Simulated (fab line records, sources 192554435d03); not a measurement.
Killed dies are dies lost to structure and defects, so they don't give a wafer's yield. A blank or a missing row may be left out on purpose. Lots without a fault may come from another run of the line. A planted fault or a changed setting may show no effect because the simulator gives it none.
fab line records | flow n5_finfet
record lots=12 wafers=36 last_day=19
route steps=1938 shown BEOL_M10@1525 BEOL_M11@1540
lots that met no fault: from a run of the same line without faults
start_h: hours from the record's first day to the start of the lot's first wafer shown | wait_h: hours since the lot's step before | " the same as in the row above | L1.1+2: a row that stands for several wafers | - no value, or no start given | * or withheld: withheld | < > ~ a bound
route shown NAME@n: a module of which the file shows steps, and the number in the route of the first | usual: mean/standard deviation of fault-free wafers | same: alike in all rows | chamber/n: place in a boat | sites: the reading at each site | _std_site: their standard deviation | _edge_site: outer sites' mean less inner sites' | radius_mm: how far each site lies from the wafer's centre | mask NAME#n: copy n | behind: the tool/chamber that last shaped the wafer | hold: why the lot was held/for how many hours/how that ended | device: the transistor (n, p or np) that didn't switch | end of line: the same wafers' tests at the end of the route | a step without rows: its recipe alone | killed: dies lost to structure and defects at the first sort, not the wafer's yield | map: a wafer's dies, x killed, . not, _ none there
set.NAME: the setting as run; set.NAME@STEP: as run at that earlier step | model.NAME: the simulator's own value behind a step, which no gauge read
steps of the route over a sample of lots; a table a step, a row a wafer
services: from which hour (start_h, from the record's first day; less than 0 if before it) a tool's chamber was out of use, for how many hours, and why
## steps
# step N5_BEOL_M10_SURFACE_TREAT_76
# recipe gas=Ar time_s=* ion_energy_ev=* ion_current_ma_cm2=0.5 pressure_mtorr=* ar_flow_sccm=30
# usual ar_flow_sccm=30.00/0.085 throttle_valve_pct=*
# columns lot.wafer tool chamber start_h wait_h ar_flow_sccm throttle_valve_pct
L966.4 pvd_sputter-02 - 239.41 0.2 29.97 *
L966.5 " - " " 30.02 *
L966.6 " - " " 30.10 *
L968.4 pvd_sputter-03 - 249.10 0.2 30.10 *
L968.5 " - " " 30.12 *
L968.6 " - " " 29.71 *
L969.1 pvd_sputter-02 - 257.26 0.2 30.06 *
L969.3 " - " " 29.96 *
L969.4 " - " " 29.94 *
L970.2 pvd_sputter-03 - 267.48 0.2 29.95 *
L970.5 " - " " 29.97 *
L970.6 " - " " 30.03 *
L972.3 pvd_sputter-03 - 289.03 0.2 30.00 *
L972.5 " - " " 29.92 *
L972.6 " - " " 30.02 *
L973.2 pvd_sputter-01 - 289.33 0.2 30.05 *
L973.4 " - " " 29.98 *
L973.5 " - " " 30.17 *
L976.1 pvd_sputter-01 - 307.96 0.2 29.84 *
L976.2 " - " " 30.04 *
L976.3 " - " " 29.93 *
L980.3 pvd_sputter-03 - 315.98 1.0 30.05 *
L980.4 " - " " 29.97 *
L980.5 " - " " 30.06 *
L978.2 pvd_sputter-02 - 320.03 0.2 29.94 *
L978.4 " - " " 30.09 *
L978.5 " - " " 29.88 *
L985.1 pvd_sputter-03 - 363.29 0.2 30.07 *
L985.2 " - " " 30.03 *
L985.3 " - " " 30.01 *
L988.1 pvd_sputter-01 - 379.47 1.8 30.13 *
L988.3 " - " " 29.80 *
L988.6 " - " " 29.90 *
L987.4 pvd_sputter-03 - 389.48 0.2 30.09 *
L987.5 " - " " 29.94 *
L987.6 " - " " 29.96 *
# step N5_BEOL_M10_RS_MEAS_57
# recipe thk_meas_gauge=four-point-probe reads=Cu_of_BEOL_M10_ECD_50+Co_of_BEOL_M10_CVD_75+TaN_of_BEOL_M10_ALD_74
# usual M10_RS=0.1510/0.0024
# columns lot.wafer tool chamber start_h wait_h M10_RS[ohm/sq]
L966.4 film_metro-01 - 241.02 0.0 0.1486
L966.5 " - " " 0.1540
L966.6 " - " " 0.1563
L968.4 film_metro-02 - 250.90 0.0 0.1544
L968.5 " - " " 0.1544
L968.6 " - " " 0.1519
L969.1 film_metro-02 - 258.55 0.1 0.1515
L969.3 " - " " 0.1495
L969.4 " - " " 0.1528
L970.2 film_metro-02 - 268.61 0.1 0.1546
L970.5 " - " " 0.1503
L970.6 " - " " 0.1547
L972.3 film_metro-02 - 290.24 0.1 0.1549
L972.5 " - " " 0.1563
L972.6 " - " " 0.1533
L973.2 film_metro-01 - 290.72 0.1 0.1493
L973.4 " - " " 0.1490
L973.5 " - " " 0.1485
L976.1 film_metro-01 - 310.70 0.1 0.1520
L976.2 " - " " 0.1496
L976.3 " - " " 0.1528
L980.3 film_metro-01 - 317.77 0.1 0.1481
L980.4 " - " " 0.1552
L980.5 " - " " 0.1515
L978.2 film_metro-02 - 321.32 0.1 0.1515
L978.4 " - " " 0.1515
L978.5 " - " " 0.1503
L985.1 film_metro-01 - 364.51 0.1 0.1509
L985.2 " - " " 0.1512
L985.3 " - " " 0.1490
L988.1 film_metro-01 - 380.69 0.1 0.1531
L988.3 " - " " 0.1505
L988.6 " - " " 0.1523
L987.4 film_metro-01 - 391.08 0.0 0.1516
L987.5 " - " " 0.1506
L987.6 " - " " 0.1524
# step N5_BEOL_M11_HM_DEP_02
# recipe material=TiN target_thk_a=200 temp_c=25 chamber_pressure_pa=0.49996
# usual chamber_pressure_pa=0.5000/0.00091 throttle_valve_pct=30.3/1.2
# columns lot.wafer tool chamber start_h wait_h chamber_pressure_pa throttle_valve_pct
L966.4 pvd_sputter-03 - 242.35 0.6 0.5005 28.9
L966.5 " - " " 0.5005 29.0
L966.6 " - " " 0.4995 29.5
L968.4 pvd_sputter-02 - 253.00 1.4 0.4986 31.0
L968.5 " - " " 0.5003 30.3
L968.6 " - " " 0.5000 29.3
L969.1 pvd_sputter-03 - 261.04 1.8 0.4996 32.5
L969.3 " - " " 0.5001 29.9
L969.4 " - " " 0.5015 29.4
L970.2 pvd_sputter-03 - 270.88 1.6 0.5014 29.2
L970.5 " - " " 0.4986 32.7
L970.6 " - " " 0.5005 29.6
L972.3 pvd_sputter-01 - 291.95 1.0 0.4997 30.7
L972.5 " - " " 0.4998 30.4
L972.6 " - " " 0.4999 31.2
L973.2 pvd_sputter-01 - 292.15 0.7 0.4991 30.4
L973.4 " - " " 0.5009 28.3
L973.5 " - " " 0.5008 30.4
L976.1 pvd_sputter-02 - 313.51 2.0 0.5008 30.1
L976.2 " - " " 0.4990 31.4
L976.3 " - " " 0.5001 29.4
L980.3 pvd_sputter-01 - 319.44 0.9 0.5008 28.4
L980.4 " - " " 0.5022 30.5
L980.5 " - " " 0.5003 28.4
L978.2 pvd_sputter-02 - 322.61 0.5 0.5009 31.4
L978.4 " - " " 0.5004 31.3
L978.5 " - " " 0.4992 31.0
L985.1 pvd_sputter-03 - 366.20 0.5 0.5002 29.4
L985.2 " - " " 0.5004 28.8
L985.3 " - " " 0.5003 29.9
L988.1 pvd_sputter-01 - 381.98 0.6 0.4997 29.9
L988.3 " - " " 0.4998 30.7
L988.6 " - " " 0.5016 31.1
L987.4 pvd_sputter-03 - 392.55 0.6 0.4990 30.0
L987.5 " - " " 0.4991 29.0
L987.6 " - " " 0.4990 29.9
# step N5_BEOL_M11_COAT_60
# recipe resist=SiARC temp_c=220 time_s=60 spin_rpm=1500 resist_thk_nm=30
# usual dispense_pressure_kPa=52.1/2.1 resist_line_temp_C=23.00/0.12 spin_speed_rpm=1500.0/0.95
# columns lot.wafer tool chamber start_h wait_h dispense_pressure_kPa resist_line_temp_C spin_speed_rpm
L966.4 litho_track-01 0 242.48 - 54.5 22.93 1501.9
L966.5 " 0 " " 54.5 22.77 1501.0
L966.6 " 0 " " 54.5 23.02 1500.5
L968.4 litho_track-02 0 253.13 - 52.1 22.96 1499.9
L968.5 " 0 " " 52.1 22.98 1501.8
L968.6 " 0 " " 52.1 22.87 1500.8
L969.1 litho_track-03 0 261.17 - 48.9 22.96 1500.0
L969.3 " 0 " " 48.9 22.90 1501.4
L969.4 " 0 " " 48.9 23.02 1500.0
L970.2 litho_track-02 0 271.01 - 52.1 23.19 1499.8
L970.5 " 0 " " 52.1 23.11 1500.9
L970.6 " 0 " " 52.1 22.94 1500.1
L972.3 litho_track-01 0 292.08 - 54.5 22.92 1501.3
L972.5 " 0 " " 54.5 22.86 1502.1
L972.6 " 0 " " 54.5 22.97 1499.9
L973.2 litho_track-02 0 292.28 - 52.1 23.13 1412.5
L973.4 " 0 " " 52.1 23.08 1413.0
L973.5 " 0 " " 52.1 23.16 1412.7
L976.1 litho_track-02 0 313.65 - 52.1 23.04 1412.0
L976.2 " 0 " " 52.1 22.91 1412.3
L976.3 " 0 " " 52.1 22.92 1412.8
L980.3 litho_track-01 0 319.57 - 54.5 23.07 1500.8
L980.4 " 0 " " 54.5 22.89 1499.5
L980.5 " 0 " " 54.5 23.05 1501.0
L978.2 litho_track-01 0 322.74 - 54.6 22.98 1500.7
L978.4 " 0 " " 54.5 22.87 1499.5
L978.5 " 0 " " 54.5 23.06 1500.9
L985.1 litho_track-01 0 366.33 - 54.5 23.09 1499.1
L985.2 " 0 " " 54.4 23.01 1500.3
L985.3 " 0 " " 54.4 23.00 1498.8
L988.1 litho_track-02 0 382.11 - 52.1 23.20 1499.3
L988.3 " 0 " " 52.1 23.04 1499.9
L988.6 " 0 " " 52.1 23.08 1499.0
L987.4 litho_track-02 0 392.68 - 52.1 23.06 1499.2
L987.5 " 0 " " 52.1 23.12 1501.5
L987.6 " 0 " " 52.1 23.16 1502.1
## services
# columns tool chamber start_h hours kind
litho_track-01 - 385.03 - consumable_replace:filter
## key
first_sign step=N5_BEOL_M11_COAT_60 reading=spin_speed_rpm direction=down sigmas=92 usual=* struck=*
effect none on later readings
met_at N5_BEOL_M11_COAT_60
struck_lots L973,L976
not_acting_at N5_BEOL_M10_SURFACE_TREAT_76,N5_BEOL_M10_RS_MEAS_57,N5_BEOL_M11_HM_DEP_02
onset_between 271.01 292.28
fault kind=process_parameter_drift tool=litho_track-02 chamber=- onset_h=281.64 steps=N5_BEOL_M11_COAT_60 channel=spin_rpm offset=* shape=step end_h=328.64 acts_in=* stated=*
